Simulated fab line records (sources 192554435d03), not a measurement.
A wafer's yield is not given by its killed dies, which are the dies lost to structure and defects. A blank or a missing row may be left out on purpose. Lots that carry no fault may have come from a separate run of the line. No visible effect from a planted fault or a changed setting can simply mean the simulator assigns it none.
Chamber matching ; flow n5-finfet ; ald-metal-04 running N5_BEOL_M10_ALD_74: 4 sister chambers
The step deposits TaN, target thk 2 nm, pulse time 2 s, purge time 3 s. 4 wafers are shown with their chamber, then 8 later ones without.

WAFERS WITH THEIR CHAMBER
wafer;chamber;heater-power-w (W)
L082.2;0;437
L082.6;1;451
L081.6;3;396
L086.1;2;470

WAFERS MISSING THEIR CHAMBER
wafer;heater-power-w (W)
L086.4;436
L086.6;463
L088.1;470
L088.3;435
L088.4;394
L097.2;443
L097.3;468
L097.5;447

EACH ONE'S CHAMBER
wafer;from the rows above;in truth
L086.4;0;0
L086.6;can't be placed: 2 or 1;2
L088.1;2;2
L088.3;0;0
L088.4;3;3
L097.2;can't be placed: 0 or 1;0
L097.3;2;2
L097.5;can't be placed: 1 or 0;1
Correctly placed: 5 of 8. Cannot be placed on the basis of these rows: 3; the candidates contain the true chamber in 3. Number placed wrongly: 0.
How it was worked out, from the rows above alone: a wafer's distance from a chamber is the root of the sum, over the readings, of the square of ((its reading less the chamber's mean) divided by the reading's scatter). If the next closest chamber is less than 2 further off than the closest, the wafer can't be placed; otherwise it belongs to the closest. For every chamber, the mean is computed from those of its wafers that are shown. The scatter (one wafer shown for each chamber): square how far every hidden wafer sits from the nearest shown wafer, average those squares and take the square root.
